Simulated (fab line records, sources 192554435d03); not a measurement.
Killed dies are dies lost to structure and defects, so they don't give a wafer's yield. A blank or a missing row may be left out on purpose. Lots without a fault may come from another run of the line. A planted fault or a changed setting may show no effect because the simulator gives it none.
Which tool did it? | flow n5_finfet | 9 lots, 26 wafers sampled, at 5 steps of a route of 1938

WHAT THE GAUGES READ, wafer by wafer
N5_HKMG_FIN_INSPECT_61: inspects for defects (macro). Usual: raw_defect_count 2.0, standard deviation 1.3.
lot  | measured    | on                | raw_defect_count | flag
L282 | day 4 14:03 | defect_inspect-02 | 3 1 1            |
L283 | day 4 17:45 | defect_inspect-01 | 0 1 2            |
L288 | day 5 23:30 | defect_inspect-02 | 0 2 3            |
L291 | day 7 00:19 | defect_inspect-01 | 3 4 2            |
L293 | day 7 06:46 | defect_inspect-01 | 1 0 2            |
L297 | day 8 07:04 | defect_inspect-02 | 3 4 2            |
L298 | day 8 09:58 | defect_inspect-01 | 1 0 1            |
L299 | day 8 19:20 | defect_inspect-01 | 1 2              |
L302 | day 9 12:45 | defect_inspect-02 | 3 2 4            |

N5_BEOL_M4_RC_MEAS_101. Usual: DIBL_N 36.2 mV/V, standard deviation 2; DIBL_P 36.1 mV/V, standard deviation 2.4; EOT_P 10.50, standard deviation 0.1; IGATE_P 0.0036 nA/um, standard deviation 0.00059; IOFF_N 0.16 nA/um, standard deviation 0.035; IOFF_P 0.22 nA/um, standard deviation 0.041; IOFF_P_85C 3.7 nA/um, standard deviation 0.58; IOFF_P_LIN 0.102 nA/um, standard deviation 0.015; IOFF_P_LONG 0.000108 nA/um, standard deviation 1.2e-05; ION_N 675 uA/um, standard deviation 14; ION_P 465 uA/um, standard deviation 8.6; SS_N 71.5 mV/dec, standard deviation 0.64; SS_P 73.2 mV/dec, standard deviation 0.76; VT_N 250 mV, standard deviation 3.9; VT_N_LVT 100 mV, standard deviation 3.9; VT_P -249 mV, standard deviation 3.4; VT_P_LONG -274.3 mV, standard deviation 3; VT_P_LVT -99 mV, standard deviation 3.4.
lot  | measured     | on        | DIBL_N (mV/V)  | DIBL_P (mV/V)  | EOT_P             | IGATE_P (nA/um)      | IOFF_N (nA/um) | IOFF_P (nA/um) | IOFF_P_85C (nA/um) | IOFF_P_LIN (nA/um) | IOFF_P_LONG (nA/um)        | ION_N (uA/um) | ION_P (uA/um) | SS_N (mV/dec)  | SS_P (mV/dec)  | VT_N (mV)   | VT_N_LVT (mV) | VT_P (mV)      | VT_P_LONG (mV)       | VT_P_LVT (mV)  | flag
L282 | day 8 09:48  | prober-01 | 36.6 35.3 35.0 | 48.1 46.1 45.4 | 14.86 14.90 14.80 | 0.0000 0.0000 0.0000 | 0.16 0.14 0.13 | 4.60 3.97 4.03 | 47.9 42.5 42.6     | 2.133 1.951 1.970  | 0.000814 0.000818 0.000808 | 677 687 670   | 507 519 510   | 71.8 70.9 71.4 | 75.2 74.7 74.4 | 248 249 249 | 160 161 163   | -176 -178 -176 | -211.8 -211.2 -211.1 | -88 -89 -90    | OFF
L283 | day 9 04:04  | prober-02 | 36.6 35.0 37.3 | 47.2 45.0 48.5 | 14.73 14.91 14.73 | 0.0000 0.0000 0.0000 | 0.18 0.14 0.20 | 5.07 4.03 5.61 | 53.7 44.2 59.0     | 2.325 1.984 2.504  | 0.000837 0.000818 0.000835 | 688 659 688   | 524 494 517   | 71.7 71.1 71.7 | 76.0 75.1 76.6 | 245 251 241 | 158 164 157   | -174 -178 -173 | -210.7 -212.7 -211.5 | -84 -88 -84    | OFF
L288 | day 9 21:13  | prober-01 | 35.8 39.0 36.4 | 36.1 40.3 37.6 | 10.56 10.62 10.54 | 0.0041 0.0031 0.0037 | 0.17 0.22 0.18 | 0.22 0.29 0.25 | 3.7 4.7 4.1        | 0.108 0.128 0.117  | 0.000115 0.000111 0.000119 | 674 679 686   | 459 463 467   | 72.0 72.3 70.7 | 72.8 73.5 74.2 | 245 248 248 | 99 97 98      | -247 -244 -245 | -273.5 -271.7 -273.1 | -96 -95 -96    |
L291 | day 11 05:33 | prober-01 | 38.2 35.1 32.3 | 39.7 34.7 31.9 | 10.53 10.55 10.54 | 0.0033 0.0033 0.0033 | 0.21 0.14 0.10 | 0.33 0.23 0.18 | 5.2 3.9 3.2        | 0.144 0.114 0.096  | 0.000122 0.00012 0.000127  | 696 664 664   | 486 467 468   | 71.9 71.1 70.6 | 73.6 73.7 70.9 | 245 249 255 | 96 103 107    | -240 -247 -249 | -272.2 -272.3 -273.0 | -93 -98 -101   |
L293 | day 11 15:52 | prober-01 | 37.1 35.0 36.6 | 38.2 35.3 38.1 | 10.61 10.73 10.48 | 0.0034 0.0028 0.0035 | 0.16 0.13 0.16 | 0.24 0.19 0.23 | 4.0 3.4 4.0        | 0.110 0.094 0.107  | 0.000103 0.000104 0.000104 | 678 661 679   | 467 461 472   | 71.9 71.2 71.1 | 73.2 72.9 73.7 | 249 254 251 | 96 100 97     | -248 -249 -248 | -274.4 -273.6 -273.9 | -96 -98 -97    |
L297 | day 12 08:17 | prober-02 | 34.9 38.7 40.8 | 33.2 37.5 40.7 | 10.49 10.50 10.32 | 0.0034 0.0036 0.0051 | 0.13 0.19 0.24 | 0.18 0.24 0.28 | 3.2 4.1 4.8        | 0.088 0.106 0.119  | 0.000106 0.0001 0.000108   | 677 674 703   | 466 463 472   | 70.9 72.2 72.0 | 72.7 74.4 74.0 | 251 248 243 | 101 98 95     | -251 -247 -247 | -274.7 -274.6 -276.2 | -102 -100 -97  |
L298 | day 12 08:16 | prober-01 | 37.2 36.1 37.1 | 38.9 38.3 38.6 | 10.48 10.50 10.51 | 0.0036 0.0039 0.0038 | 0.16 0.16 0.17 | 0.20 0.20 0.21 | 3.6 3.6 3.6        | 0.097 0.099 0.099  | 8.9e-05 9.6e-05 8.8e-05    | 670 680 685   | 458 470 465   | 71.8 71.5 72.0 | 73.8 73.7 73.9 | 249 249 251 | 102 102 99    | -255 -251 -250 | -278.6 -277.1 -279.5 | -100 -101 -101 |
L299 | day 13 05:14 | prober-02 | 34.1 36.5      | 34.6 36.2      | 10.55 10.57       | 0.0036 0.0035        | 0.12 0.16      | 0.19 0.19      | 3.4 3.3            | 0.094 0.090        | 0.0001 9.2e-05             | 664 652       | 465 443       | 71.1 72.1      | 73.1 74.3      | 257 251     | 105 103       | -251 -254      | -277.4 -280.0        | -104 -106      |
L302 | day 13 10:43 | prober-01 | 36.4 37.7 38.0 | 34.9 37.5 37.4 | 10.44 10.50 10.64 | 0.0034 0.0032 0.0025 | 0.14 0.19 0.18 | 0.19 0.22 0.24 | 3.4 3.8 4.1        | 0.093 0.104 0.111  | 0.00011 0.000105 0.000113  | 669 682 678   | 456 464 461   | 71.8 71.5 72.2 | 72.9 74.7 74.3 | 253 247 250 | 102 98 98     | -251 -251 -246 | -272.5 -276.6 -273.3 | -101 -99 -96   |

WHICH TOOL RAN EACH LOT (tool, then ch and the chambers of the sampled wafers, then the start)
lot  | N5_HKMG_FIN_ALD_74              | N5_HKMG_FIN_STRIP_93              | N5_HKMG_FIN_WET_ETCH_78
L282 | ald_hk-01 ch 0,1,2, day 4 13:28 | rie_diel-03 ch 0,3, day 4 14:49   | wet_bench-05 ch 0,1,2, day 4 15:23
L283 | ald_hk-01 ch 0,3, day 4 17:09   | rie_diel-04 ch 2,3, day 4 18:31   | wet_bench-02 ch 0,5,6, day 4 19:05
L288 | ald_hk-01 ch 1,2, day 5 23:02   | rie_diel-04 ch 0,1,2, day 6 00:32 | wet_bench-05 ch 1,4,7, day 6 01:06
L291 | ald_hk-03 ch 0,1,3, day 6 23:43 | rie_diel-01 ch 0,3, day 7 01:31   | wet_bench-05 ch 4,5,6, day 7 02:08
L293 | ald_hk-02 ch 1,3, day 7 06:17   | rie_diel-03 ch 1,3, day 7 07:32   | wet_bench-02 ch 0,4,7, day 7 08:06
L297 | ald_hk-01 ch 1,2,3, day 8 06:29 | rie_diel-04 ch 0,1,3, day 8 07:50 | wet_bench-05 ch 2,5,7, day 8 08:24
L298 | ald_hk-03 ch 2,3, day 8 09:22   | rie_diel-01 ch 1,2,3, day 8 10:44 | wet_bench-02 ch 2,4,7, day 8 11:17
L299 | ald_hk-02 ch 0,2, day 8 18:44   | rie_diel-01 ch 0,1, day 8 20:07   | wet_bench-05 ch 0,1, day 8 20:41
L302 | ald_hk-03 ch 0,1,2, day 9 12:08 | rie_diel-01 ch 0,3, day 9 13:31   | wet_bench-02 ch 1,5,6, day 9 14:05
- N5_HKMG_FIN_ALD_74: deposits La2O3, target thk 0.5 nm, pulse time 6 s, co reactant pulse time 1 s.
- N5_HKMG_FIN_STRIP_93: strips SOC in N2/H2, time 20 s.
- N5_HKMG_FIN_WET_ETCH_78: etches Al2O3 in dNH4OH, stops on La2O3, target depth 4.5 nm, rinse time 30 s.

WHAT THE TOOLS THEMSELVES READ (means of the sampled wafers that have a number; where no wafer has one, the mark that the record gives instead)
N5_HKMG_FIN_ALD_74. Usual: heater_power_w 344 W, standard deviation 49; precursor_pulse_height_rel 0.998, standard deviation 0.02.
lot  | tool      | heater_power_w (W) | precursor_pulse_height_rel | flag
L282 | ald_hk-01 | 353                | 1.008                      |
L283 | ald_hk-01 | 330                | 0.991                      |
L288 | ald_hk-01 | 332                | 0.989                      |
L291 | ald_hk-03 | 359                | 0.978                      |
L293 | ald_hk-02 | 341                | 1.019                      |
L297 | ald_hk-01 | 329                | 1.005                      |
L298 | ald_hk-03 | 293                | 1.007                      |
L299 | ald_hk-02 | 363                | 1.014                      |
L302 | ald_hk-03 | 361                | 0.993                      |

N5_HKMG_FIN_STRIP_93. Usual: drypump_motor_current_A 5.6 A, standard deviation 0.37; oes_product_au 0.80 a.u., standard deviation 0.089; rf_fwd_power_W 496.9 W, standard deviation 1.8; rf_vpp_V 54.0 V, standard deviation 0.8; showerhead_plenum_p_Torr 3.33 Torr, standard deviation 0.083; temp_c 40.00 C, standard deviation 0.12; throttle_valve_pct 18.7 %, standard deviation 0.43.
lot  | tool        | drypump_motor_current_A (A) | oes_product_au (a.u.) | rf_fwd_power_W (W) | rf_vpp_V (V) | showerhead_plenum_p_Torr (Torr) | temp_c (C) | throttle_valve_pct (%) | flag
L282 | rie_diel-03 | 6.1                         | 0.74                  | 497.3              | 54.6         | 3.34                            | 40.15      | 18.9                   |
L283 | rie_diel-04 | 5.3                         | 0.85                  | 497.5              | 52.0         | 3.27                            | 40.02      | 18.4                   |
L288 | rie_diel-04 | 5.7                         | 0.85                  | 498.0              | 53.8         | 3.28                            | 39.94      | 18.6                   |
L291 | rie_diel-01 | 5.5                         | 0.72                  | 497.9              | 54.5         | 3.38                            | 39.99      | 18.9                   |
L293 | rie_diel-03 | 5.3                         | 0.79                  | 495.4              | 54.2         | 3.36                            | 39.99      | 19.3                   |
L297 | rie_diel-04 | 5.5                         | 0.79                  | 498.5              | 54.3         | 3.27                            | 40.03      | 19.0                   |
L298 | rie_diel-01 | 5.7                         | 0.85                  | 497.3              | 54.2         | 3.39                            | 39.97      | 18.7                   |
L299 | rie_diel-01 | 5.7                         | 0.79                  | 494.0              | 55.0         | 3.29                            | 40.05      | 18.4                   |
L302 | rie_diel-01 | 5.6                         | 0.71                  | 495.1              | 54.0         | 3.27                            | 40.03      | 18.8                   |

N5_HKMG_FIN_WET_ETCH_78. Usual: bath_heat_duty_pct 6.3 %, standard deviation 0.75; rinse_temp_c 23.00 C, standard deviation 0.11; temp_c 25.00 C, standard deviation 0.1.
lot  | tool         | bath_heat_duty_pct (%) | rinse_temp_c (C) | temp_c (C) | flag
L282 | wet_bench-05 | -                      | -                | -          | OFF
L283 | wet_bench-02 | -                      | -                | -          | OFF
L288 | wet_bench-05 | 6.7                    | 23.01            | 24.97      |
L291 | wet_bench-05 | 6.2                    | 23.02            | 25.09      |
L293 | wet_bench-02 | 6.7                    | 23.05            | 24.96      |
L297 | wet_bench-05 | 6.7                    | 23.11            | 24.98      |
L298 | wet_bench-02 | 6.6                    | 22.98            | 25.00      |
L299 | wet_bench-05 | 7.9                    | 23.09            | 24.92      |
L302 | wet_bench-02 | 6.4                    | 23.06            | 25.01      |

THE ANSWER, worked out from the rows above alone
Rule: a lot is off if the mean of its wafers that have a number lies more than 3 standard deviations from the usual mean. A lot without any number at a reading at which 4 lots or more have one is off too. The other lots that the step has rows for count as sound. The gauges are gone through in route order, then the tools' own readings, and for those a lot's mean is taken as printed above. The first step at which some lot is off is used, and at that step the reading that is off furthest; a lot without a number counts as furthest.
Off: L282, L283, at N5_BEOL_M4_RC_MEAS_101 (IOFF_P_LIN).
A tool fits if, at a process step before that reading, it ran every lot that is off, and no sound lot after the first of them. The gauges at N5_BEOL_M4_RC_MEAS_101 aren't tried: what is off there is off at N5_HKMG_FIN_WET_ETCH_78 too, on other tools, and a gauge's error can't cause that. None of those tried fits.

WHAT THE SIMULATOR HAD PUT IN
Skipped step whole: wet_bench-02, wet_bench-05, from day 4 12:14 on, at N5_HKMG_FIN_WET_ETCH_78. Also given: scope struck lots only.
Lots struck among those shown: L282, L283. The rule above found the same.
